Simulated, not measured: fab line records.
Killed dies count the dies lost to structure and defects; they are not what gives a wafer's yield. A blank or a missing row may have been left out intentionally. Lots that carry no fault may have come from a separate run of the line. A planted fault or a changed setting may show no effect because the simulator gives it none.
Matching of chambers || flow n5 finfet || N5_BEOL_M7_DESCUM_16 on rie diel-05 has 4 sister chambers
The step chemistry O2, time 7.9 s. 8 wafers are shown with their chamber, then 9 later ones without.

EACH WAFER AND ITS CHAMBER
{"wafer": "L075.4", "chamber": 3, "drypump motor current A (A)": 5.2, "showerhead plenum p Torr (Torr)": 2.08}
{"wafer": "L083.2", "chamber": 3, "drypump motor current A (A)": 5.1, "showerhead plenum p Torr (Torr)": 2.07}
{"wafer": "L083.6", "chamber": 0, "drypump motor current A (A)": 5.8, "showerhead plenum p Torr (Torr)": 2.04}
{"wafer": "L085.2", "chamber": 0, "drypump motor current A (A)": 5.8, "showerhead plenum p Torr (Torr)": 2.04}
{"wafer": "L085.4", "chamber": 1, "drypump motor current A (A)": 5.6, "showerhead plenum p Torr (Torr)": 2.14}
{"wafer": "L090.3", "chamber": 2, "drypump motor current A (A)": 6.0, "showerhead plenum p Torr (Torr)": 2.16}
{"wafer": "L090.4", "chamber": 2, "drypump motor current A (A)": 6.0, "showerhead plenum p Torr (Torr)": 2.16}
{"wafer": "L090.5", "chamber": 1, "drypump motor current A (A)": 5.7, "showerhead plenum p Torr (Torr)": 2.14}

WAFERS WITH NO CHAMBER GIVEN
{"wafer": "L093.1", "drypump motor current A (A)": 6.0, "showerhead plenum p Torr (Torr)": 2.16}
{"wafer": "L093.4", "drypump motor current A (A)": 5.2, "showerhead plenum p Torr (Torr)": 2.07}
{"wafer": "L093.6", "drypump motor current A (A)": 5.8, "showerhead plenum p Torr (Torr)": 2.03}
{"wafer": "L096.2", "drypump motor current A (A)": 5.8, "showerhead plenum p Torr (Torr)": 2.03}
{"wafer": "L096.4", "drypump motor current A (A)": 6.0, "showerhead plenum p Torr (Torr)": 2.16}
{"wafer": "L096.5", "drypump motor current A (A)": 5.8, "showerhead plenum p Torr (Torr)": 2.03}
{"wafer": "L097.2", "drypump motor current A (A)": 6.0, "showerhead plenum p Torr (Torr)": 2.15}
{"wafer": "L097.3", "drypump motor current A (A)": 5.1, "showerhead plenum p Torr (Torr)": 2.07}
{"wafer": "L097.6", "drypump motor current A (A)": 5.8, "showerhead plenum p Torr (Torr)": 2.03}

WHICH CHAMBER EACH WENT THROUGH
{"wafer": "L093.1", "from the rows above": 2, "in truth": 2}
{"wafer": "L093.4", "from the rows above": 3, "in truth": 3}
{"wafer": "L093.6", "from the rows above": 0, "in truth": 0}
{"wafer": "L096.2", "from the rows above": 0, "in truth": 0}
{"wafer": "L096.4", "from the rows above": 2, "in truth": 2}
{"wafer": "L096.5", "from the rows above": 0, "in truth": 0}
{"wafer": "L097.2", "from the rows above": 2, "in truth": 2}
{"wafer": "L097.3", "from the rows above": 3, "in truth": 3}
{"wafer": "L097.6", "from the rows above": 0, "in truth": 0}
Correct placement for 9 of the 9. Can't be placed from these rows: 0. Number placed wrongly: 0.
How it was worked out, from the rows above alone: a wafer's distance from a chamber is the root of the sum, over the readings, of the square of ((its reading less the chamber's mean) divided by the reading's scatter). The wafer belongs to the nearest chamber; if the next one is less than 2 further off, it can't be placed. Each chamber's mean is taken over the wafers shown for it. The scatter: take each reading less its chamber's mean, square it, sum over the shown wafers, divide by the number of wafers less the number of chambers, and take the root.
